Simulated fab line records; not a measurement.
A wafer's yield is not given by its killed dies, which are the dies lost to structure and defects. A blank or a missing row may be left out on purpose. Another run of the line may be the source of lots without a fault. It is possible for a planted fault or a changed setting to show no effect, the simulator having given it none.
fab line records	flow nandHarc
record: lots: 24	wafers: 72	lastDay: 33
route steps=1302 shown P_ZERO_WELL@67 P_GATE@132 P_M1@317 P_M2@343
lots with no fault: from the same line, run without faults
startH: the number of hours between the record's first day and the start of the first shown wafer of the lot	waitH: hours since the lot's step before	" unchanged from the row above	L1.1+2: several wafers, shown together as one row	- no value, or no start given	* or withheld: withheld	< > ~ a bound
route shown NAME@n: names a module that has steps shown in the file, with the first one's number in the route	usual: mean and standard deviation over wafers with no fault	same: alike in all rows	chamber/n: place in a boat	sites: the reading at each site	_std_site: their standard deviation	_edge_site: inner sites' mean taken away from outer sites' mean	radiusMm: how far each site lies from the wafer's centre	mask NAME#n: copy n	behind: the most recent tool/chamber to have shaped the wafer	hold: what put the lot on hold/how long, in hours/how the hold closed	device: names the non-switching transistor (n, p or np)	end of line: the same wafers' tests at the end of the route	step lacking rows: just its recipe	killed: the dies lost at the first sort to structure and to defects; this is not the yield of the wafer	map: dies across one wafer; x = killed, . = not, _ = none there
set.NAME: the setting as run; set.NAME@STEP: as run at that earlier step	model.NAME: the simulator's own value behind a step, which no gauge read
the route's steps for a sample of lots (tables are steps, rows are wafers)
services: a tool's chamber out of use, with start hour (startH, from the record's first day; less than 0 if before it), hours out, and reason
== steps ==
step: NHARC_P_ZERO_WELL_RTA_42
recipe: tempC: 1100	timeS: 300
usual: lampPowerPct: 37.3/1.8	lamp_zone_1_pct: 37.3/1.8	lamp_zone_2_pct: 37.3/1.8	wafer_temp_C_max: 1104.2/1.5
lot.wafer	tool	chamber	startH	waitH	lampPowerPct	lamp_zone_1_pct	lamp_zone_2_pct	wafer_temp_C_max
L074.1	rtpAnneal-02	0	27.04	-	35.4	35.4	35.4	1103.5
L074.5	"	0	"	"	35.4	35.4	35.4	1102.8
L074.6	"	0	"	"	35.4	35.4	35.4	1102.1
L075.3	rtpAnneal-01	0	37.62	-	39.2	39.1	39.1	1106.9
L075.4	"	0	"	"	39.1	39.1	39.1	1105.6
L075.6	"	0	"	"	39.1	39.1	39.1	1106.6
L076.1	rtpAnneal-02	0	47.02	-	35.5	35.5	35.5	1103.4
L076.3	"	0	"	"	35.5	35.5	35.5	1103.5
L076.6	"	0	"	"	35.5	35.5	35.5	1102.5
L077.3	rtpAnneal-01	0	57.11	-	39.1	39.1	39.1	1106.0
L077.4	"	0	"	"	39.1	39.1	39.1	1106.2
L077.6	"	0	"	"	39.1	39.1	39.1	1105.6
L078.1	rtpAnneal-02	0	66.89	-	35.6	35.5	35.5	1103.1
L078.2	"	0	"	"	35.5	35.5	35.4	1102.9
L078.6	"	0	"	"	35.6	35.5	35.5	1103.4
L079.2	rtpAnneal-01	0	77.02	-	39.0	39.0	39.1	1104.6
L079.3	"	0	"	"	39.0	39.0	39.0	1105.4
L079.6	"	0	"	"	39.0	39.0	39.0	1105.2
L080.1	rtpAnneal-01	0	86.63	-	39.1	39.1	39.1	1104.0
L080.2	"	0	"	"	39.1	39.1	39.1	1104.0
L080.4	"	0	"	"	39.1	39.1	39.1	1104.7
L081.3	rtpAnneal-01	0	97.06	-	39.1	39.1	39.1	1105.2
L081.5	"	0	"	"	39.2	39.1	39.1	1107.7
L081.6	"	0	"	"	39.1	39.1	39.1	1106.3
L082.3	rtpAnneal-01	0	106.96	-	39.0	39.0	39.1	1107.1
L082.5	"	0	"	"	39.0	39.1	39.1	1105.6
L082.6	"	0	"	"	38.9	39.0	39.0	1106.7
L083.2	rtpAnneal-02	0	117.32	-	35.5	35.5	35.5	1103.1
L083.3	"	0	"	"	35.4	35.4	35.5	1103.2
L083.4	"	0	"	"	35.5	35.5	35.5	1103.2
L084.3	rtpAnneal-02	0	127.12	-	35.5	35.5	35.5	1103.1
L084.5	"	0	"	"	35.6	35.5	35.5	1103.1
L084.6	"	0	"	"	35.5	35.6	35.5	1102.3
L085.1	rtpAnneal-02	0	137.70	-	35.5	35.6	35.5	1103.2
L085.2	"	0	"	"	35.5	35.5	35.5	1104.6
L085.6	"	0	"	"	35.5	35.5	35.5	1103.9
L086.4	rtpAnneal-02	0	147.45	-	35.5	35.5	35.5	1103.0
L086.5	"	0	"	"	35.5	35.5	35.6	1103.3
L086.6	"	0	"	"	35.5	35.4	35.5	1103.7
L087.1	rtpAnneal-02	0	156.90	-	35.5	35.5	35.4	1102.8
L087.4	"	0	"	"	35.4	35.5	35.4	1102.2
L087.6	"	0	"	"	35.5	35.5	35.4	1104.1
L088.1	rtpAnneal-01	0	166.77	-	39.1	39.0	39.1	1105.9
L088.2	"	0	"	"	39.0	39.1	39.1	1106.3
L088.3	"	0	"	"	39.1	39.0	39.1	1106.8
L089.3	rtpAnneal-01	0	177.12	-	39.0	39.1	39.0	1104.6
L089.5	"	0	"	"	39.1	39.1	39.1	1103.9
L089.6	"	0	"	"	39.1	39.1	39.1	1104.3
L090.3	rtpAnneal-01	0	186.99	-	39.0	39.1	39.2	1106.9
L090.4	"	0	"	"	39.1	39.1	39.2	1105.7
L090.6	"	0	"	"	39.2	39.2	39.0	1105.6
L091.1	rtpAnneal-01	0	196.89	-	39.0	39.1	39.0	1104.0
L091.3	"	0	"	"	39.1	39.0	39.1	1105.1
L091.5	"	0	"	"	39.0	39.0	39.1	1103.9
L092.3	rtpAnneal-01	0	207.37	-	39.1	39.1	39.1	1105.8
L092.4	"	0	"	"	39.1	39.1	39.0	1104.7
L092.6	"	0	"	"	39.1	39.1	39.1	1105.4
L093.3	rtpAnneal-02	0	217.07	-	35.6	35.5	35.5	1104.1
L093.4	"	0	"	"	35.6	35.5	35.5	1103.8
L093.5	"	0	"	"	35.5	35.5	35.6	1103.4
L094.1	rtpAnneal-01	0	226.85	-	39.1	39.1	39.1	1105.6
L094.2	"	0	"	"	39.1	39.2	39.1	1106.2
L094.5	"	0	"	"	39.2	39.1	39.1	1104.5
L095.4	rtpAnneal-02	0	237.14	-	35.5	35.5	35.5	1104.2
L095.5	"	0	"	"	35.5	35.4	35.5	1102.1
L095.6	"	0	"	"	35.6	35.5	35.5	1102.3
L096.2	rtpAnneal-02	0	246.99	-	35.5	35.5	35.5	1102.6
L096.3	"	0	"	"	35.5	35.5	35.5	1103.3
L096.5	"	0	"	"	35.5	35.5	35.5	1103.8
L097.3	rtpAnneal-02	0	256.99	-	35.4	35.5	35.5	1103.3
L097.4	"	0	"	"	35.5	35.5	35.5	1102.0
L097.5	"	0	"	"	35.5	35.5	35.5	1101.4
step: NHARC_P_GATE_DEP_103
recipe: targetThkA: 300	targetThkNm: 30	tempC: 400	flowSccm: 200	rfW: 350	material: SiON
usual: heaterPowerOuterW: 419/73	heaterPowerW: 703/87
lot.wafer	tool	chamber	startH	waitH	heaterPowerOuterW	heaterPowerW
L074.1	pecvd-03	0	95.25	0.6	397	669
L074.6	"	0	"	"	295	561
L074.5	"	2	"	"	538	799
L075.3	pecvd-04	1	108.35	0.4	503	850
L075.4	"	1	"	"	494	805
L075.6	"	0	"	"	453	760
L076.3	pecvd-03	1	111.36	0.4	337	683
L076.1	"	2	"	"	518	770
L076.6	"	2	"	"	534	796
L077.3	pecvd-02	0	127.84	0.4	428	754
L077.6	"	1	"	"	430	694
L077.4	"	2	"	"	370	637
L078.2	pecvd-03	2	133.76	0.7	441	689
L078.1	"	1	"	"	300	611
L078.6	"	2	"	"	449	688
L079.2	pecvd-02	2	144.38	0.5	364	605
L079.3	"	0	"	"	532	858
L079.6	"	1	"	"	468	754
L080.1	pecvd-03	2	154.61	0.6	523	804
L080.2	"	1	"	"	346	664
L080.4	"	2	"	"	533	797
L081.3	pecvd-03	1	162.48	0.4	283	603
L081.6	"	0	"	"	335	607
L081.5	"	1	"	"	282	600
L082.3	pecvd-02	1	175.09	0.4	396	639
L082.6	"	0	"	"	522	883
L082.5	"	1	"	"	411	650
L083.2	pecvd-04	1	186.58	0.4	545	888
L083.3	"	2	"	"	369	602
L083.4	"	0	"	"	452	745
L084.3	pecvd-04	0	194.24	0.4	468	749
L084.5	"	2	"	"	420	671
L084.6	"	0	"	"	461	759
L085.2	pecvd-03	2	207.51	0.5	509	778
L085.1	"	0	"	"	328	576
L085.6	"	2	"	"	501	756
L086.5	pecvd-03	0	217.70	0.2	303	545
L086.4	"	1	"	"	292	594
L086.6	"	2	"	"	485	743
L087.1	pecvd-04	1	227.07	0.7	462	817
L087.6	"	1	"	"	459	778
L087.4	"	2	"	"	413	647
L088.1	pecvd-04	1	241.59	0.6	499	840
L088.2	"	2	"	"	363	608
L088.3	"	0	"	"	445	725
L089.3	pecvd-03	2	250.58	0.4	479	709
L089.6	"	0	"	"	369	636
L089.5	"	1	"	"	377	701
L090.3	pecvd-04	1	257.75	0.4	433	755
L090.6	"	2	"	"	385	651
L090.4	"	1	"	"	439	750
L091.3	pecvd-03	2	266.41	0.3	517	783
L091.1	"	0	"	"	328	588
L091.5	"	0	"	"	326	565
L092.3	pecvd-03	0	278.49	0.3	375	656
L092.4	"	1	"	"	327	646
L092.6	"	2	"	"	492	748
L093.3	pecvd-04	0	292.33	0.4	490	788
L093.5	"	2	"	"	361	615
L093.4	"	0	"	"	479	797
L094.2	pecvd-02	0	302.82	0.4	520	887
L094.1	"	1	"	"	422	717
L094.5	"	0	"	"	546	894
L095.6	pecvd-02	2	313.97	0.1	367	609
L095.5	"	0	"	"	481	797
L095.4	"	1	"	"	491	781
L096.3	pecvd-03	2	318.03	0.3	498	766
L096.2	"	1	"	"	378	698
L096.5	"	0	"	"	354	616
L097.3	pecvd-03	1	325.70	0.4	371	691
L097.5	"	0	"	"	349	616
L097.4	"	1	"	"	370	700
step: NHARC_P_GATE_HM_OPEN_105
recipe: targetDepthA: 3600	o2FlowSccm: 400	cosFlowSccm: 20	arFlowSccm: 0	rfW: 500	biasW: 300	chemistry: O2/COS
usual: drypumpMotorCurrentA: 5.8/0.39	oesProductAu: 1.003/0.0093	rfVppV: 466.2/2.6	showerheadPlenumPTorr: 3.08/0.11	throttleValvePct: 28.330/0.0095
lot.wafer	tool	chamber	startH	waitH	drypumpMotorCurrentA	oesProductAu	rfHoursCounterH	rfVppV	showerheadPlenumPTorr	throttleValvePct
L074.1	rieDiel-02	0	-	-	5.7	0.989	2	464.7	3.02	28.318
L074.6	"	1	"	"	6.0	1.009	-	463.1	2.95	28.326
L074.5	"	2	"	"	6.1	0.988	-	463.4	2.96	28.333
L075.4	rieDiel-02	1	-	-	6.0	1.008	3	461.6	2.95	28.333
L075.3	"	3	"	"	5.9	1.000	4	465.2	3.01	28.317
L075.6	"	2	"	"	6.0	1.002	-	463.5	2.96	28.331
L076.1	rieDiel-07	0	-	-	5.1	1.003	13	470.9	3.34	28.341
L076.3	"	1	"	"	5.6	0.990	12	464.3	3.01	28.332
L076.6	"	2	"	"	6.0	1.013	-	468.2	3.21	28.327
L077.3	rieDiel-07	0	-	-	5.1	0.978	0	470.5	3.34	28.332
L077.4	"	1	"	"	5.6	0.995	0	464.6	3.01	28.329
L077.6	"	2	"	"	6.0	1.006	-	469.0	3.21	28.330
L078.2	rieDiel-01	2	-	-	5.3	1.008	6	467.8	3.14	28.328
L078.1	"	0	"	"	6.0	1.002	6	468.1	3.13	28.325
L078.6	"	2	"	"	5.3	1.001	-	468.1	3.14	28.348
L079.2	rieDiel-07	2	-	-	6.0	0.994	1	469.6	3.21	28.325
L079.3	"	0	"	"	5.1	0.985	1	471.3	3.34	28.333
L079.6	"	2	"	"	6.0	0.995	-	469.9	3.21	28.333
L080.2	rieDiel-07	2	-	-	6.0	1.000	1	468.9	3.21	28.332
L080.4	"	3	"	"	6.4	1.021	1	465.4	2.99	28.316
L080.1	"	0	"	"	5.1	0.992	1	473.1	3.34	28.331
L081.3	rieDiel-01	3	-	-	5.6	1.011	7	466.4	3.05	28.332
L081.5	"	1	"	"	5.4	1.003	-	465.8	3.03	28.323
L081.6	"	2	"	"	5.3	1.011	-	468.3	3.13	28.331
L082.3	rieDiel-07	3	-	-	6.4	1.014	2	464.0	2.99	28.328
L082.6	"	3	"	"	6.4	1.016	-	464.9	2.99	28.327
L082.5	"	0	"	"	5.1	0.990	-	473.8	3.34	28.318
L083.4	rieDiel-01	1	-	-	5.4	1.003	11	465.7	3.03	28.321
L083.2	"	2	"	"	5.3	1.009	9	468.0	3.13	28.320
L083.3	"	3	"	"	5.7	1.007	8	466.5	3.05	28.336
L084.3	rieDiel-01	2	-	-	5.3	1.016	10	467.6	3.13	28.317
L084.6	"	1	"	"	5.4	1.016	-	466.1	3.03	28.319
L084.5	"	2	"	"	5.3	1.005	-	467.2	3.13	28.331
L085.2	rieDiel-02	0	-	-	5.6	0.995	7	463.9	3.02	28.321
L085.1	"	1	"	"	6.0	1.003	8	463.0	2.95	28.324
L085.6	"	0	"	"	5.6	0.993	-	464.8	3.02	28.337
L086.4	rieDiel-01	3	-	-	5.6	1.002	1	465.3	3.04	28.351
L086.6	"	0	"	"	5.9	0.995	-	466.3	3.13	28.338
L086.5	"	1	"	"	5.4	1.012	-	466.0	3.03	28.332
L087.4	rieDiel-02	0	-	-	5.6	0.991	0	464.1	3.02	28.335
L087.1	"	1	"	"	5.9	1.010	0	463.7	2.95	28.325
L087.6	"	3	"	"	5.9	0.996	-	465.4	3.01	28.338
L088.3	rieDiel-07	3	-	-	6.4	1.000	7	465.7	2.99	28.341
L088.2	"	0	"	"	5.1	0.988	6	472.1	3.34	28.331
L088.1	"	1	"	"	5.6	1.007	8	466.0	3.00	28.318
L089.3	rieDiel-01	1	-	-	5.4	1.035	3	465.6	3.03	28.323
L089.5	"	2	"	"	5.3	1.000	-	468.6	3.13	28.330
L089.6	"	3	"	"	5.6	1.003	-	465.4	3.04	28.340
L090.4	rieDiel-01	3	-	-	5.6	0.990	3	465.3	3.04	28.313
L090.3	"	0	"	"	6.0	1.005	4	468.3	3.13	28.333
L090.6	"	3	"	"	5.7	1.008	-	466.1	3.04	28.330
L091.3	rieDiel-07	3	-	-	6.4	1.012	9	465.7	2.99	28.343
L091.1	"	0	"	"	5.1	0.991	8	471.9	3.33	28.319
L091.5	"	2	"	"	6.0	1.003	-	469.1	3.21	28.324
L092.4	rieDiel-07	1	-	-	5.6	0.996	11	464.4	3.00	28.354
L092.3	"	0	"	"	5.1	0.996	9	471.5	3.33	28.333
L092.6	"	2	"	"	6.0	1.010	-	468.3	3.21	28.326
L093.4	rieDiel-02	3	-	-	6.0	0.995	4	463.8	3.01	28.340
L093.3	"	0	"	"	5.6	0.986	2	464.2	3.02	28.333
L093.5	"	3	"	"	6.0	0.995	-	464.3	3.01	28.331
L094.2	rieDiel-07	1	-	-	5.6	0.996	0	463.8	3.00	28.326
L094.1	"	0	"	"	5.1	0.998	0	473.9	3.33	28.316
L094.5	"	2	"	"	6.0	1.008	-	470.9	3.21	28.339
L095.4	rieDiel-02	0	-	-	5.6	0.985	4	464.5	3.02	28.320
L095.5	"	2	"	"	6.1	1.003	-	465.2	2.96	28.341
L095.6	"	3	"	"	5.9	1.003	-	466.1	3.01	28.331
L096.2	rieDiel-07	2	-	-	6.0	0.999	1	468.6	3.21	28.323
L096.3	"	3	"	"	6.4	1.003	1	464.0	2.99	28.342
L096.5	"	2	"	"	6.0	1.011	-	468.6	3.21	28.326
L097.3	rieDiel-01	0	-	-	6.1	1.006	7	467.0	3.12	28.340
L097.4	"	3	"	"	5.6	1.005	7	463.0	3.04	28.332
L097.5	"	0	"	"	6.0	1.024	-	467.7	3.12	28.345
step: NHARC_P_M1_DEP_33
recipe: targetThkA: 300	tempC: 370	targetThkNm: 30	pressureTorr: 3	flowSccm: 200	rfW: 450	material: SiCN
usual: heaterPowerOuterW: 334/51	heaterPowerW: 573/69
lot.wafer	tool	chamber	startH	waitH	heaterPowerOuterW	heaterPowerW
L074.1	pecvd-04	1	127.02	0.1	330	609
L074.5	"	2	"	"	281	479
L074.6	"	0	"	"	278	509
L075.3	pecvd-04	1	140.45	0.1	418	710
L075.4	"	1	"	"	404	706
L075.6	"	0	"	"	258	479
L076.1	pecvd-02	2	143.33	0.1	286	500
L076.3	"	1	"	"	319	529
L076.6	"	2	"	"	294	505
L077.3	pecvd-01	0	162.02	0.1	419	605
L077.6	"	1	"	"	330	591
L077.4	"	0	"	"	417	623
L078.1	pecvd-04	1	165.57	0.1	386	659
L078.2	"	2	"	"	311	522
L078.6	"	2	"	"	306	522
L079.3	pecvd-04	2	176.48	0.1	301	517
L079.2	"	0	"	"	292	539
L079.6	"	2	"	"	309	514
L080.2	pecvd-01	2	188.57	0.1	322	535
L080.1	"	1	"	"	297	517
L080.4	"	1	"	"	294	525
L081.3	pecvd-04	0	195.08	0.1	280	496
L081.6	"	2	"	"	300	523
L081.5	"	0	"	"	277	496
L082.3	pecvd-04	0	213.17	0.1	327	588
L082.6	"	2	"	"	302	500
L082.5	"	0	"	"	328	570
L083.3	pecvd-02	1	218.53	0.1	343	560
L083.2	"	2	"	"	321	539
L083.4	"	2	"	"	318	558
L084.3	pecvd-01	2	226.44	0.1	245	465
L084.5	"	2	"	"	252	473
L084.6	"	0	"	"	418	619
L085.1	pecvd-04	2	239.18	0.1	277	490
L085.2	"	0	"	"	297	529
L085.6	"	1	"	"	331	602
L086.5	pecvd-02	0	250.13	0.2	311	587
L086.4	"	1	"	"	343	582
L086.6	"	2	"	"	304	531
L087.1	pecvd-04	0	259.12	0.1	296	535
L087.4	"	0	"	"	303	545
L087.6	"	1	"	"	367	653
L088.3	pecvd-02	0	279.84	0.1	382	675
L088.1	"	1	"	"	359	602
L088.2	"	2	"	"	313	552
L089.3	pecvd-04	2	282.83	0.1	284	496
L089.6	"	0	"	"	324	561
L089.5	"	1	"	"	402	679
L090.3	pecvd-01	2	289.62	0.1	259	483
L090.4	"	2	"	"	275	485
L090.6	"	1	"	"	303	539
L091.3	pecvd-01	0	298.27	0.1	402	602
L091.1	"	1	"	"	345	590
L091.5	"	0	"	"	396	599
L092.3	pecvd-02	1	310.74	0.1	285	515
L092.6	"	2	"	"	312	529
L092.4	"	1	"	"	294	521
L093.3	pecvd-04	2	324.20	0.1	311	514
L093.4	"	2	"	"	316	525
L093.5	"	0	"	"	333	577
L094.1	pecvd-02	2	334.89	0.1	332	567
L094.2	"	0	"	"	407	706
L094.5	"	2	"	"	327	551
L095.5	pecvd-01	1	358.46	0.2	312	571
L095.4	"	2	"	"	261	461
L095.6	"	0	"	"	453	674
L096.3	pecvd-04	1	366.90	0.1	417	686
L096.2	"	2	"	"	268	458
L096.5	"	0	"	"	349	623
L097.3	pecvd-01	0	368.19	0.1	434	655
L097.4	"	0	"	"	448	643
L097.5	"	2	"	"	336	568
step: NHARC_P_M2_ANNEAL_31
recipe: tempC: 225	timeS: 90
usual: wafer_temp_C_max: 225.9/0.35
lot.wafer	tool	chamber	startH	waitH	wafer_temp_C_max
L074.1	rtpAnneal-02	0	130.12	0.3	225.7
L074.5	"	0	"	"	226.0
L074.6	"	0	"	"	226.0
L075.3	rtpAnneal-02	0	143.64	0.3	225.7
L075.4	"	0	"	"	225.8
L075.6	"	0	"	"	226.0
L076.1	rtpAnneal-01	0	146.44	0.3	225.9
L076.3	"	0	"	"	226.5
L076.6	"	0	"	"	226.9
L077.3	rtpAnneal-02	0	165.62	-	225.6
L077.4	"	0	"	"	226.0
L077.6	"	0	"	"	225.3
L078.1	rtpAnneal-01	0	168.77	0.3	226.7
L078.2	"	0	"	"	226.2
L078.6	"	0	"	"	226.1
L079.2	rtpAnneal-01	0	179.74	0.4	226.4
L079.3	"	0	"	"	226.1
L079.6	"	0	"	"	225.8
L080.1	rtpAnneal-01	0	191.69	-	226.3
L080.2	"	0	"	"	226.7
L080.4	"	0	"	"	226.0
L081.3	rtpAnneal-02	0	198.32	0.3	225.8
L081.5	"	0	"	"	225.6
L081.6	"	0	"	"	225.6
L082.3	rtpAnneal-01	0	216.37	-	225.8
L082.5	"	0	"	"	226.2
L082.6	"	0	"	"	226.1
L083.2	rtpAnneal-02	0	221.72	-	225.9
L083.3	"	0	"	"	226.0
L083.4	"	0	"	"	225.8
L084.3	rtpAnneal-01	0	229.93	-	225.9
L084.5	"	0	"	"	226.3
L084.6	"	0	"	"	225.9
L085.1	rtpAnneal-02	0	242.42	-	225.5
L085.2	"	0	"	"	225.4
L085.6	"	0	"	"	225.3
L086.4	rtpAnneal-01	0	253.26	-	226.5
L086.5	"	0	"	"	226.1
L086.6	"	0	"	"	226.0
L087.1	rtpAnneal-01	0	262.38	0.3	226.4
L087.4	"	0	"	"	226.5
L087.6	"	0	"	"	226.5
L088.1	rtpAnneal-02	0	283.09	0.3	225.6
L088.2	"	0	"	"	225.7
L088.3	"	0	"	"	226.2
L089.3	rtpAnneal-02	0	286.05	-	225.6
L089.5	"	0	"	"	225.9
L089.6	"	0	"	"	225.5
L090.3	rtpAnneal-01	0	292.91	-	225.8
L090.4	"	0	"	"	226.1
L090.6	"	0	"	"	226.3
L091.1	rtpAnneal-02	0	301.59	-	225.4
L091.3	"	0	"	"	225.7
L091.5	"	0	"	"	225.4
L092.3	rtpAnneal-01	0	313.96	0.3	226.0
L092.4	"	0	"	"	226.1
L092.6	"	0	"	"	226.1
L093.3	rtpAnneal-02	0	327.96	-	225.9
L093.4	"	0	"	"	225.6
L093.5	"	0	"	"	225.9
L094.1	rtpAnneal-02	0	338.30	-	225.7
L094.2	"	0	"	"	225.6
L094.5	"	0	"	"	225.5
L095.4	rtpAnneal-02	0	361.62	-	226.1
L095.5	"	0	"	"	225.5
L095.6	"	0	"	"	225.8
L096.2	rtpAnneal-02	0	370.03	-	225.5
L096.3	"	0	"	"	225.6
L096.5	"	0	"	"	225.7
L097.3	rtpAnneal-01	0	371.38	0.3	226.0
L097.4	"	0	"	"	225.8
L097.5	"	0	"	"	225.7
step: NHARC_P_M2_THK_MEAS_24
recipe: thkMeasGauge: xrf
usual: thkNm: 143.9/1.5
lot.wafer	tool	chamber	startH	waitH	thkNm
L074.1	filmMetro-01	-	130.78	-	142.8
L074.5	"	-	"	"	142.9
L074.6	"	-	"	"	140.9
L075.3	filmMetro-01	-	144.20	-	143.0
L075.4	"	-	"	"	145.0
L075.6	"	-	"	"	146.7
L076.1	filmMetro-02	-	147.10	-	144.0
L076.3	"	-	"	"	142.5
L076.6	"	-	"	"	144.8
L077.3	filmMetro-02	-	166.17	-	145.4
L077.4	"	-	"	"	144.7
L077.6	"	-	"	"	140.8
L078.1	filmMetro-01	-	169.42	-	142.5
L078.2	"	-	"	"	144.4
L078.6	"	-	"	"	146.6
L079.2	filmMetro-02	-	180.35	-	142.8
L079.3	"	-	"	"	143.6
L079.6	"	-	"	"	144.9
L080.1	filmMetro-02	-	192.35	-	143.4
L080.2	"	-	"	"	141.7
L080.4	"	-	"	"	141.5
L081.3	filmMetro-02	-	198.88	-	143.3
L081.5	"	-	"	"	143.4
L081.6	"	-	"	"	144.6
L082.3	filmMetro-02	-	216.92	-	142.9
L082.5	"	-	"	"	143.8
L082.6	"	-	"	"	144.2
L083.2	filmMetro-01	-	222.33	-	145.2
L083.3	"	-	"	"	145.0
L083.4	"	-	"	"	144.3
L084.3	filmMetro-02	-	230.49	-	144.1
L084.5	"	-	"	"	144.5
L084.6	"	-	"	"	144.6
L085.1	filmMetro-01	-	243.09	-	144.7
L085.2	"	-	"	"	144.0
L085.6	"	-	"	"	143.2
L086.4	filmMetro-01	-	253.76	-	142.3
L086.5	"	-	"	"	143.1
L086.6	"	-	"	"	143.5
L087.1	filmMetro-02	-	263.03	-	146.5
L087.4	"	-	"	"	146.6
L087.6	"	-	"	"	144.1
L088.1	filmMetro-01	-	283.74	-	142.8
L088.2	"	-	"	"	143.4
L088.3	"	-	"	"	141.9
L089.3	filmMetro-01	-	286.62	-	142.2
L089.5	"	-	"	"	142.6
L089.6	"	-	"	"	143.7
L090.3	filmMetro-02	-	293.46	-	144.8
L090.4	"	-	"	"	146.5
L090.6	"	-	"	"	146.7
L091.1	filmMetro-01	-	302.25	-	143.9
L091.3	"	-	"	"	144.0
L091.5	"	-	"	"	144.3
L092.3	filmMetro-01	-	314.51	-	143.9
L092.4	"	-	"	"	145.9
L092.6	"	-	"	"	144.2
L093.3	filmMetro-02	-	328.52	-	146.5
L093.4	"	-	"	"	143.2
L093.5	"	-	"	"	145.4
L094.1	filmMetro-02	-	338.96	-	144.3
L094.2	"	-	"	"	145.3
L094.5	"	-	"	"	145.6
L095.4	filmMetro-01	-	362.13	-	143.7
L095.5	"	-	"	"	142.9
L095.6	"	-	"	"	144.6
L096.2	filmMetro-01	-	370.63	-	141.5
L096.3	"	-	"	"	143.5
L096.5	"	-	"	"	141.7
L097.3	filmMetro-01	-	371.94	-	144.4
L097.4	"	-	"	"	146.3
L097.5	"	-	"	"	144.2
== services ==
tool	chamber	startH	hours	kind
pecvd-02	1	7.25	5.4	repair
pecvd-02	-	7.93	8.5	repair
rtpAnneal-02	-	12.00	12.0	pm
pecvd-03	-	12.25	13.0	pm
pecvd-04	-	20.52	1.7	repair
pecvd-02	-	46.10	13.0	pm
pecvd-03	-	54.47	0.7	repair
rieDiel-07	0	66.24	6.2	repair
rieDiel-07	2	69.27	4.8	repair
pecvd-04	2	78.55	11.3	repair
pecvd-04	-	88.00	13.0	pm
rieDiel-07	-	89.18	0.6	repair
pecvd-02	-	106.09	1.6	repair
pecvd-03	-	151.22	1.7	repair
pecvd-03	-	193.25	13.0	pm
pecvd-02	-	227.29	13.0	pm
pecvd-02	-	242.76	0.7	repair
pecvd-03	-	244.12	1.5	repair
pecvd-04	-	262.76	0.9	repair
pecvd-02	1	264.54	3.5	repair
pecvd-04	-	269.00	13.0	pm
pecvd-04	2	292.80	11.0	repair
pecvd-02	2	317.91	15.1	repair
pecvd-04	0	325.47	29.9	repair
== key ==
fault none
